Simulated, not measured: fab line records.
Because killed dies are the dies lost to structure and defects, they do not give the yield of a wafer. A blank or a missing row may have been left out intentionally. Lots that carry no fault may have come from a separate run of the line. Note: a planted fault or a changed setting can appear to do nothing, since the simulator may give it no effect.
Which tool was responsible? -- flow n5-finfet -- 12 lots (36 wafers sampled), 1 step of a 1938-step route

WHAT THE GAUGES SHOWED, per wafer
N5_DUMMY_GATE_CD_MEAS_15: the cd target is 25.8 nm.
lot,measured,on,cd-nm (nm)
L075,day 3 04:59,cd-sem-03,24.59 24.75 25.07
L077,day 3 18:13,cd-sem-02,24.87 24.42 24.80
L079,day 4 10:28,cd-sem-01,24.84 24.94 25.12
L081,day 4 15:59,cd-sem-03,24.98 25.45 25.33
L083,day 5 02:45,cd-sem-03,24.59 24.46 25.34
L085,day 5 16:20,cd-sem-01,24.86 25.15 24.96
L087,day 6 08:32,cd-sem-02,25.57 24.61 24.88
L089,day 6 17:05,cd-sem-03,25.25 25.15 25.10
L091,day 7 03:43,cd-sem-02,25.41 25.16 24.97
L093,day 7 15:06,cd-sem-02,25.23 24.79 24.58
L095,day 8 06:46,cd-sem-02,24.54 25.03 25.06
L097,day 8 16:58,cd-sem-03,24.88 25.06 24.57

TOOL THAT RAN EACH LOT (tool first, then ch and the chambers of the sampled wafers, then the start)
There is no process step in the record ahead of these readings.

THE ANSWER, worked out from the rows above alone
Rule: what is usual is taken from the lots themselves. The widest of any qualifying gaps counts: lots, ordered by their means at a reading, are off when they make up no more than a third of the lots, leave a main group of 4 or more, and stand apart from it by 3 or more times the standard deviation of that group's means. The tables above print the reading to a certain number of digits; a main group whose means all agree to those digits is not used. Also off: a lot with no number at a reading for which 4 or more lots have one. The other lots that the step has rows for count as sound.
No lot is off on any of the readings shown, so nothing can be concluded from this.

WHAT HAD BEEN PUT IN BY THE SIMULATOR
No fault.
